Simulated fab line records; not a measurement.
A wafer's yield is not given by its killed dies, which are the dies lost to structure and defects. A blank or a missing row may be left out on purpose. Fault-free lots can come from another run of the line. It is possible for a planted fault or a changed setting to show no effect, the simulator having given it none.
fab line records	flow nandHarc
[record] lots = 11	wafers = 33	lastDay = 33
route steps=1302 shown A_CONTACT@1044 END@1302
lots that met no fault: from a run of the same line without faults
startH: the number of hours between the record's first day and the start of the first shown wafer of the lot	waitH: how many hours have passed since the lot's step before this one	" unchanged from the row above	L1.1+2: one row covering several wafers at once	- either no value or no given start	* or withheld: withheld	< > ~ a bound
route shown NAME@n: names a module that has steps shown in the file, with the first one's number in the route	usual: average and standard deviation across the fault-free wafers	same: alike in all rows	chamber/n: place in a boat	sites: per-site readings	_std_site: standard deviation across them	_edge_site: outer sites' mean less inner sites'	radiusMm: for every site, how far away it sits from the centre of the wafer	mask NAME#n: copy n	behind: the most recent tool/chamber to have shaped the wafer	hold: why the lot was held/for how many hours/how that ended	device: whichever transistor did not switch (one of n, p or np)	end of line: the same wafers' tests at the end of the route	where a step has no rows: the recipe by itself	killed: dies lost to structure and defects at the first sort, not the wafer's yield	map: a wafer's dies, marking killed ones x, the rest . and places with no die _
set.NAME: the setting as run; set.NAME@STEP: as run at that earlier step	model.NAME: the simulator's own value behind a step, which no gauge read
a sample of lots followed through the steps of the route, with each step as a table and each wafer as a row
services: when a tool's chamber went out of use (startH, in hours from the record's first day, below 0 if earlier), for how many hours, and the reason
[[steps]]
[step NHARC_A_CONTACT_ETCH_76]
[recipe] targetDepthA = 2600	overEtchFrac = 0.3	timeS = 475.3	ionEnergyEv = 200	n2FlowSccm = 150	h2FlowSccm = 150	arFlowSccm = 0	rfW = 400	biasW = 150	chemistry = N2/H2
[usual] biasW = 150.0/0.42	chamberPressureMTorr = 30.000/0.027	drypumpMotorCurrentA = 5.6/0.45	oesProductAu = 1.002/0.0099	rfVppV = 430/3.1	showerheadPlenumPTorr = 2.01/0.11	throttleValvePct = 14.171/0.0088
lot.wafer	tool	chamber	startH	waitH	biasW	chamberPressureMTorr	drypumpMotorCurrentA	oesProductAu	rfHoursCounterH	rfVppV	showerheadPlenumPTorr	throttleValvePct
L849.4	rieDiel-09	2	-	-	150.5	29.999	5.1	0.996	26	427	1.89	14.170
L849.1	"	3	"	"	149.4	29.979	6.0	0.999	31	435	2.17	14.168
L849.3	"	1	"	"	149.2	30.033	5.4	1.000	29	432	2.07	14.169
L852.3	rieDiel-09	3	-	-	149.6	29.986	6.0	0.999	2	433	2.17	14.159
L852.2	"	0	"	"	149.8	29.974	5.3	1.003	3	427	1.89	14.166
L852.1	"	1	"	"	149.8	29.995	5.4	1.026	3	432	2.07	14.180
L851.4	rieDiel-09	0	-	-	150.2	29.986	5.3	0.997	4	427	1.89	14.179
L851.2	"	1	"	"	149.5	29.993	5.4	1.013	4	430	2.07	14.162
L851.5	"	3	"	"	149.5	30.055	6.0	0.995	-	435	2.17	14.169
L853.4	rieDiel-09	3	-	-	150.1	30.039	6.0	0.994	6	435	2.17	14.169
L853.6	"	2	"	"	150.6	29.999	5.2	1.003	-	426	1.88	14.160
L853.5	"	3	"	"	150.1	29.989	6.0	0.985	-	434	2.17	14.188
L861.1	rieDiel-02	2	-	-	150.3	29.994	6.3	1.025	13	429	1.99	14.177
L861.4	"	0	"	"	149.8	30.051	5.1	1.011	14	431	2.04	14.158
L861.5	"	2	"	"	150.2	29.966	6.4	1.021	-	430	1.99	14.168
L864.1	rieDiel-09	0	-	-	149.4	29.947	5.3	0.992	25	426	1.88	14.176
L864.2	"	1	"	"	149.4	29.954	5.4	1.019	25	431	2.07	14.173
L864.6	"	2	"	"	150.6	30.003	5.1	0.988	-	426	1.88	14.172
L865.2	rieDiel-09	3	-	-	150.0	30.005	6.0	0.987	29	434	2.16	14.177
L865.4	"	0	"	"	150.4	30.000	5.3	0.978	27	428	1.88	14.171
L865.5	"	1	"	"	149.7	29.990	5.4	1.004	-	431	2.06	14.174
L866.1	rieDiel-11	0	660.55	0.1	149.7	30.006	6.5	1.001	14	427	1.94	14.169
L866.3	"	0	"	"	150.0	30.023	6.5	0.993	-	426	1.94	14.168
L866.4	"	2	"	"	150.0	30.002	5.6	1.003	-	431	2.05	14.185
L868.2	rieDiel-09	2	-	-	150.0	29.980	5.1	1.009	4	423	1.88	14.171
L868.4	"	0	"	"	149.3	30.057	5.3	0.992	4	427	1.88	14.177
L868.6	"	3	"	"	149.9	29.952	6.0	1.013	-	435	2.16	14.173
L871.3	rieDiel-09	2	-	-	150.5	30.056	5.2	1.001	11	425	1.87	14.169
L871.1	"	0	"	"	150.2	30.047	5.3	1.000	10	424	1.88	14.167
L871.6	"	3	"	"	150.0	29.958	6.0	1.019	-	434	2.15	14.191
L872.1	rieDiel-09	3	-	-	150.2	30.019	6.0	1.008	11	434	2.15	14.171
L872.4	"	1	"	"	149.5	29.990	5.4	1.015	11	430	2.06	14.175
L872.5	"	2	"	"	149.8	29.960	5.1	1.010	-	425	1.87	14.172
[step NHARC_A_CONTACT_ETCH_128]
[recipe] sourceW = withheld	pressureMtorr = 20	biasV = 3000	timeS = 197	targetDepthA = 19180	arFlowSccm = withheld	c4f8FlowSccm = withheld	o2FlowSccm = withheld	chemistry = C4F8/O2/Ar
[usual] chamberPressureMTorr = 20.002/0.017	oesAirLineAu = 0.998/0.02
lot.wafer	tool	chamber	startH	waitH	chamberPressureMTorr	oesAirLineAu	rfHoursCounterH
L849.1	harCapEtch-03	1	496.02	0.1	20.014	0.991	45
L849.4	"	1	"	"	19.958	1.016	-
L849.3	"	0	"	"	19.974	1.008	-
L852.1	harCapEtch-01	1	525.53	0.1	-	-	-
L852.2	"	0	"	"	-	-	-
L852.3	"	1	"	"	-	-	-
L851.2	harCapEtch-03	1	530.50	0.1	-	-	-
L851.4	"	1	"	"	-	-	-
L851.5	"	0	"	"	-	-	-
L853.4	harCapEtch-03	0	544.17	0.1	-	-	-
L853.6	"	0	"	"	-	-	-
L853.5	"	1	"	"	-	-	-
L861.1	harCapEtch-03	0	629.39	0.1	20.016	1.011	67
L861.4	"	1	"	"	19.983	0.995	-
L861.5	"	1	"	"	19.982	0.984	-
L864.2	harCapEtch-01	0	652.66	0.1	19.993	0.978	27
L864.1	"	1	"	"	20.030	0.984	27
L864.6	"	0	"	"	20.000	0.993	-
L865.2	harCapEtch-03	0	662.20	0.1	20.005	1.031	74
L865.4	"	0	"	"	19.996	1.009	-
L865.5	"	1	"	"	20.001	0.964	-
L866.1	harCapEtch-01	1	663.45	0.1	19.993	1.015	29
L866.4	"	1	"	"	19.994	1.021	-
L866.3	"	0	"	"	19.993	0.973	-
L868.2	harCapEtch-02	0	709.25	0.3	19.991	0.962	118
L868.4	"	1	"	"	20.025	0.992	-
L868.6	"	0	"	"	19.986	0.989	-
L871.1	harCapEtch-01	0	740.79	0.1	20.010	1.023	42
L871.3	"	0	"	"	20.005	0.997	-
L871.6	"	1	"	"	20.001	1.032	-
L872.1	harCapEtch-03	0	744.04	0.1	19.986	0.993	89
L872.4	"	1	"	"	20.021	1.017	-
L872.5	"	0	"	"	20.010	1.023	-
[step NHARC_A_CONTACT_ETCH_131]
[recipe] sourceW = withheld	pressureMtorr = 20	biasV = 3000	timeS = 197	targetDepthA = 19180	arFlowSccm = withheld	c4f8FlowSccm = withheld	o2FlowSccm = withheld	chemistry = C4F8/O2/Ar
[usual] chamberPressureMTorr = 20.000/0.018	oesAirLineAu = 1.002/0.023
lot.wafer	tool	chamber	startH	waitH	chamberPressureMTorr	oesAirLineAu	rfHoursCounterH
L849.1	harCapEtch-03	1	496.56	0.1	20.008	1.018	45
L849.4	"	1	"	"	19.977	1.001	-
L849.3	"	0	"	"	20.003	1.004	-
L852.1	harCapEtch-01	1	526.06	0.1	20.017	0.974	3
L852.2	"	0	"	"	19.960	0.982	3
L852.3	"	1	"	"	19.987	1.002	-
L851.2	harCapEtch-03	1	531.04	0.1	20.051	0.958	51
L851.4	"	1	"	"	19.988	0.983	-
L851.5	"	0	"	"	19.988	0.990	-
L853.4	harCapEtch-03	0	544.70	0.1	20.001	0.990	-
L853.6	"	0	"	"	20.025	0.987	-
L853.5	"	1	"	"	19.985	1.008	-
L861.1	harCapEtch-03	0	629.92	0.1	20.002	0.991	68
L861.4	"	1	"	"	20.001	0.976	-
L861.5	"	1	"	"	20.013	0.988	-
L864.2	harCapEtch-01	0	653.19	0.1	19.978	1.003	27
L864.1	"	1	"	"	20.028	1.010	27
L864.6	"	0	"	"	19.982	1.034	-
L865.2	harCapEtch-03	0	662.73	0.1	20.000	1.003	74
L865.4	"	0	"	"	19.966	0.986	-
L865.5	"	1	"	"	20.010	0.970	-
L866.1	harCapEtch-01	1	663.98	0.1	19.999	1.015	29
L866.4	"	1	"	"	19.989	1.035	-
L866.3	"	0	"	"	19.973	1.041	-
L868.2	harCapEtch-02	0	710.51	0.4	20.023	1.005	118
L868.4	"	1	"	"	19.965	1.046	-
L868.6	"	0	"	"	19.996	1.009	-
L871.1	harCapEtch-01	0	741.32	0.1	19.999	0.966	42
L871.3	"	0	"	"	19.993	0.976	-
L871.6	"	1	"	"	20.016	0.981	-
L872.1	harCapEtch-03	0	744.56	0.1	20.001	1.026	89
L872.4	"	1	"	"	19.998	0.973	-
L872.5	"	0	"	"	19.998	0.990	-
[step NHARC_A_CONTACT_ETCH_97]
[recipe] targetDepthA = 200	overEtchFrac = 0.5	timeS = 10	ionEnergyEv = 250	c4f6FlowSccm = 25	o2FlowSccm = 20	arFlowSccm = 500	rfW = 600	biasW = 500	chemistry = C4F6/O2
[usual] biasW = 500.1/1.5	c4f6FlowSccm = 25.01/0.073	chamberPressureMTorr = 30.000/0.027	drypumpMotorCurrentA = 5.6/0.44	oesProductAu = 0.954/0.018	rfVppV = 546/3.7	showerheadPlenumPTorr = 3.87/0.18	throttleValvePct = 26.903/0.01
lot.wafer	tool	chamber	startH	waitH	biasW	c4f6FlowSccm	chamberPressureMTorr	drypumpMotorCurrentA	oesProductAu	rfHoursCounterH	rfVppV	showerheadPlenumPTorr	throttleValvePct
L849.4	rieDiel-02	2	-	-	498.7	25.09	29.984	6.4	0.948	29	546	3.86	26.902
L849.1	"	0	"	"	499.1	24.98	30.013	5.1	0.941	32	548	3.94	26.891
L849.3	"	1	"	"	501.0	24.89	29.991	6.3	0.958	28	548	3.99	26.891
L852.1	rieDiel-09	0	-	-	499.8	24.92	30.013	5.3	0.947	4	542	3.67	26.906
L852.2	"	2	"	"	499.1	24.99	29.991	5.2	0.935	3	542	3.66	26.899
L852.3	"	3	"	"	500.7	24.98	30.055	6.0	0.943	3	552	4.14	26.923
L851.2	rieDiel-09	3	532.34	0.1	504.3	25.03	30.012	6.0	0.950	5	550	4.14	26.912
L851.5	"	1	"	"	500.4	25.00	29.991	5.4	0.972	-	548	3.98	26.903
L851.4	"	2	"	"	502.5	25.00	30.008	5.2	0.957	-	542	3.66	26.891
L853.4	rieDiel-09	2	-	-	501.6	25.04	29.984	5.1	0.945	8	541	3.66	26.908
L853.5	"	0	"	"	500.2	24.97	29.962	5.3	0.954	-	541	3.67	26.907
L853.6	"	1	"	"	499.0	24.97	30.000	5.4	0.959	-	548	3.98	26.909
L861.4	rieDiel-09	3	-	-	502.0	25.05	29.985	6.0	0.940	21	551	4.13	26.912
L861.1	"	0	"	"	503.2	24.97	30.002	5.3	0.941	21	541	3.66	26.905
L861.5	"	2	"	"	499.7	24.87	29.969	5.2	0.925	-	539	3.65	26.898
L864.2	rieDiel-09	1	-	-	499.6	25.08	30.004	5.4	0.969	25	548	3.97	26.911
L864.1	"	2	"	"	498.4	25.10	30.036	5.1	0.942	22	542	3.65	26.873
L864.6	"	1	"	"	499.7	25.06	29.967	5.4	0.961	-	547	3.97	26.911
L865.4	rieDiel-09	2	-	-	501.2	24.94	30.016	5.2	0.931	25	542	3.65	26.907
L865.2	"	3	"	"	501.0	24.97	30.026	6.0	0.926	30	551	4.13	26.902
L865.5	"	0	"	"	500.1	25.03	30.002	5.3	0.946	-	541	3.66	26.898
L866.1	rieDiel-09	0	-	-	499.1	25.12	30.056	5.3	0.950	28	542	3.66	26.906
L866.4	"	1	"	"	503.6	25.03	30.000	5.4	0.977	29	549	3.96	26.892
L866.3	"	2	"	"	501.0	25.12	30.040	5.2	0.957	25	542	3.65	26.902
L868.4	rieDiel-02	2	-	-	500.5	24.92	29.956	6.4	0.971	45	545	3.82	26.885
L868.2	"	3	"	"	498.8	24.94	30.032	5.2	0.980	46	545	3.80	26.913
L868.6	"	3	"	"	497.7	25.02	30.037	5.2	0.977	-	544	3.80	26.900
L871.3	rieDiel-02	3	-	-	499.7	25.10	29.995	5.2	0.957	57	545	3.79	26.913
L871.1	"	0	"	"	500.5	24.97	29.982	5.1	0.971	60	547	3.89	26.898
L871.6	"	1	"	"	499.0	25.03	29.999	6.3	0.952	-	548	3.94	26.920
L872.4	rieDiel-11	0	-	-	502.1	25.06	30.019	6.5	0.945	50	542	3.73	26.896
L872.1	"	2	"	"	498.0	24.95	29.984	5.6	0.940	51	548	3.92	26.913
L872.5	"	0	"	"	498.6	25.15	29.984	6.5	0.933	-	544	3.73	26.889
[step NHARC_END_SORT_01]
[recipe] tempC = 25
[usual] killedAtArray = 54/17	killedAtOther = 1.0/1.4	killedAtPeriphery = 3.6/2.1	killedDies = 58/17	killedOpen = 3.2/2	killedShort = 2.5/1.5
[same] grossDies = 677
lot.wafer	tool	chamber	startH	waitH	hold	killedAtArray	killedAtOther	killedAtPeriphery	killedDies	killedOpen	killedShort
L852.1	prober-01	0	578.88	2.5	awaitDispo/3.5h/scrap	674	0	3	677	5	2
L852.2	prober-01	0	579.69	2.8	awaitDispo/3.5h/scrap	674	0	3	677	1	4
L852.3	prober-01	0	580.50	3.1	awaitDispo/3.5h/scrap	670	0	7	677	2	2
L851.2	prober-01	0	587.53	2.8	awaitDispo/0.9h/scrap	674	1	2	677	4	4
L851.4	prober-01	0	589.14	3.4	awaitDispo/0.9h/scrap	673	0	4	677	6	3
L851.5	prober-01	0	589.94	3.7	awaitDispo/0.9h/scrap	672	2	3	677	5	5
L853.4	prober-02	0	603.12	3.4	awaitDispo/4.6h/scrap	668	5	4	677	2	1
L853.5	prober-02	0	603.92	3.7	awaitDispo/4.6h/scrap	668	4	5	677	5	2
L853.6	prober-02	0	604.72	4.0	awaitDispo/4.6h/scrap	669	3	5	677	2	2
// killed by level:class
L852.1 A_CONTACT:areaEtch=627 A_CHANNEL_HOLE_D2:chamberFilmFlake=31 A_CHANNEL_HOLE_D1:chamberFilmFlake=3 A_ONON_D1:geometricParticle:open=2 P_M0:chamberFilmFlake=2 A_CONTACT:chamberFilmFlake=2 A_CHANNEL_FILL_D2:chamberFilmFlake=2 P_CONTACT:geometricParticle:open=1
L852.2 A_CONTACT:areaEtch=645 A_CHANNEL_HOLE_D2:chamberFilmFlake=10 A_CONTACT:chamberFilmFlake=6 A_CHANNEL_HOLE_D1:chamberFilmFlake=5 P_M0:chamberFilmFlake=2 A_CHANNEL_HOLE_D1:geometricParticle:short=1 A_CHANNEL_FILL_D2:geometricParticle:short=1 A_WL_FILL:geometricParticle:short=1
L852.3 A_CONTACT:areaEtch=625 A_CHANNEL_HOLE_D2:chamberFilmFlake=30 A_CONTACT:chamberFilmFlake=6 P_M0:chamberFilmFlake=5 A_CHANNEL_HOLE_D1:chamberFilmFlake=2 A_CHANNEL_FILL_D1:chamberFilmFlake=2 P_CONTACT:geometricParticle:open=1 A_ONON_D1:geometricParticle:open=1
L851.2 A_CONTACT:areaEtch=620 A_SLIT:chamberFilmFlake=25 A_CHANNEL_HOLE_D1:chamberFilmFlake=12 A_CHANNEL_HOLE_D2:chamberFilmFlake=3 A_WL_FILL:chamberFilmFlake=3 A_CHANNEL_HOLE_D2:geometricParticle:short=2 A_STAIRCASE:chamberFilmFlake=2 A_CONTACT:chamberFilmFlake=2
L851.4 A_CONTACT:areaEtch=616 A_SLIT:chamberFilmFlake=27 A_CHANNEL_HOLE_D1:chamberFilmFlake=11 A_CHANNEL_HOLE_D2:chamberFilmFlake=7 A_BONDPAD:chamberFilmFlake=3 A_CHANNEL_FILL_D1:geometricParticle:open=2 A_ONON_D2:geometricParticle:open=2 P_GATE:chamberFilmFlake=2
L851.5 A_CONTACT:areaEtch=613 A_SLIT:chamberFilmFlake=30 A_CHANNEL_HOLE_D1:chamberFilmFlake=9 A_CHANNEL_HOLE_D2:chamberFilmFlake=7 A_M0:geometricParticle:open=2 A_WL_FILL:chamberFilmFlake=2 A_CONTACT:chamberFilmFlake=2 THIN_TSV:chamberFilmFlake=2
L853.4 A_CONTACT:areaEtch=637 A_CHANNEL_HOLE_D2:chamberFilmFlake=11 A_STAIRCASE:chamberFilmFlake=8 THIN_TSV:chamberFilmFlake=5 A_CHANNEL_HOLE_D1:chamberFilmFlake=3 P_ZERO_WELL:chamberFilmFlake=2 A_CHANNEL_FILL_D1:chamberFilmFlake=2 A_DECK1_JOINT:chamberFilmFlake=2
L853.5 A_CONTACT:areaEtch=617 A_CHANNEL_HOLE_D2:chamberFilmFlake=34 A_STAIRCASE:chamberFilmFlake=5 THIN_TSV:chamberFilmFlake=4 A_CONTACT:chamberFilmFlake=3 P_CONTACT:geometricParticle:open=2 A_DECK1_JOINT:chamberFilmFlake=2 A_CHANNEL_FILL_D2:chamberFilmFlake=2
L853.6 A_CONTACT:areaEtch=638 A_CHANNEL_HOLE_D2:chamberFilmFlake=9 A_CHANNEL_FILL_D2:chamberFilmFlake=5 A_STAIRCASE:chamberFilmFlake=3 THIN_TSV:chamberFilmFlake=3 P_ZERO_WELL:chamberFilmFlake=2 P_GATE:chamberFilmFlake=2 A_CHANNEL_HOLE_D1:chamberFilmFlake=2
[[services]]
tool	chamber	startH	hours	kind
rieDiel-09	0	476.27	-	clean
rieDiel-09	1	476.27	-	clean
rieDiel-09	2	476.27	-	clean
rieDiel-09	3	476.27	-	clean
harCapEtch-01	-	489.61	0.3	repair
harCapEtch-01	-	497.00	17.0	pm
rieDiel-09	-	497.26	9.0	pm
rieDiel-09	0	497.26	9.0	ventCycle
rieDiel-09	1	497.26	9.0	ventCycle
rieDiel-09	2	497.26	9.0	ventCycle
rieDiel-09	3	497.26	9.0	ventCycle
rieDiel-09	0	506.26	-	clean
rieDiel-09	1	506.26	-	clean
rieDiel-02	3	511.41	3.6	repair
rieDiel-09	0	530.82	5.3	repair
harCapEtch-01	-	541.29	0.2	repair
rieDiel-02	-	570.87	9.0	pm
rieDiel-09	2	572.13	18.2	repair
rieDiel-11	-	609.86	9.0	pm
rieDiel-11	1	658.13	4.1	repair
rieDiel-11	3	658.46	15.1	repair
rieDiel-02	1	663.23	13.8	repair
rieDiel-09	-	674.26	9.0	pm
rieDiel-02	2	725.34	8.4	repair
[[key]]
[firstSign] step = NHARC_A_CONTACT_ETCH_128	reading = toolRecord	direction = missing
[effect] step = NHARC_END_SORT_01	reading = killedDies	direction = up	sigmas = 36	usual = 58	struck = 677
[moreKillsBornAt] NHARC_A_CONTACT_ETCH_128@harCapEtch-03 = 3741	NHARC_A_CONTACT_ETCH_128@harCapEtch-01 = 1897
metAt NHARC_A_CONTACT_ETCH_128
struckLots L851,L852,L853
laterRowsLeftOut L851.2,L851.4,L851.5,L852.1,L852.2,L852.3,L853.4,L853.5,L853.6
testerLeftOut L851,L852,L853
notActingAt NHARC_A_CONTACT_ETCH_76,NHARC_A_CONTACT_ETCH_131,NHARC_A_CONTACT_ETCH_97
onsetBetween 496.02 525.53
[fault] kind = skippedStepWhole	tool = harCapEtch-01,harCapEtch-03	chamber = -	onsetH = 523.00	steps = NHARC_A_CONTACT_ETCH_128	scope = struckLotsOnly
// testerLeftOut: of these lots the tester's yield and bins aren't shown, on N5 and GAA mostly nor the transistor test; their killed dies are dies lost to structure and defects alone, not to doping, threshold or leakage, so they don't give the yield
// laterRowsLeftOut: the simulator's readings of these wafers behind a module that went badly wrong aren't trusted and aren't shown, but for the sort
